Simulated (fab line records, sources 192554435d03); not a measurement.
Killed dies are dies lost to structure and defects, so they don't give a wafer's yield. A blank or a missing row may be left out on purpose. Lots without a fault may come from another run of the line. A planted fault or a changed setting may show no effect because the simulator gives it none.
Chamber matching | flow n5_finfet | N5_BEOL_M9_STRIP_67 on rie_diel-01: 4 sister chambers
The step strips in CF4. 4 wafers are shown with their chamber, then 10 later ones without.

WAFERS WITH THEIR CHAMBER
wafer  | chamber | showerhead_plenum_p_Torr (Torr)
L081.5 | 0       | 1.762
L083.1 | 1       | 1.728
L084.3 | 3       | 1.780
L084.5 | 2       | 1.737

WAFERS WITHOUT THEIR CHAMBER
wafer  | showerhead_plenum_p_Torr (Torr)
L084.6 | 1.780
L085.1 | 1.727
L085.3 | 1.779
L085.5 | 1.737
L086.1 | 1.777
L086.2 | 1.758
L086.3 | 1.735
L096.3 | 1.773
L096.5 | 1.720
L096.6 | 1.752

WHICH CHAMBER EACH WENT THROUGH
wafer  | from the rows above     | in truth
L084.6 | 3                       | 3
L085.1 | can't be placed: 1 or 2 | 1
L085.3 | 3                       | 3
L085.5 | can't be placed: 2 or 1 | 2
L086.1 | 3                       | 3
L086.2 | 0                       | 0
L086.3 | can't be placed: 2 or 1 | 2
L096.3 | can't be placed: 3 or 0 | 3
L096.5 | can't be placed: 1 or 2 | 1
L096.6 | can't be placed: 0 or 2 | 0
Placed correctly: 4 of 10. Can't be placed from these rows: 6 (the true chamber is among the candidates in 6). Placed wrongly: 0.
How it was worked out, from the rows above alone: a wafer's distance from a chamber is the root of the sum, over the readings, of the square of ((its reading less the chamber's mean) divided by the reading's scatter). The wafer belongs to the nearest chamber; if the next one is less than 2 further off, it can't be placed. A chamber's mean is the mean of its shown wafers. The scatter: with one shown wafer a chamber, the root of the mean of the squares of how far each hidden wafer lies from its nearest shown one.
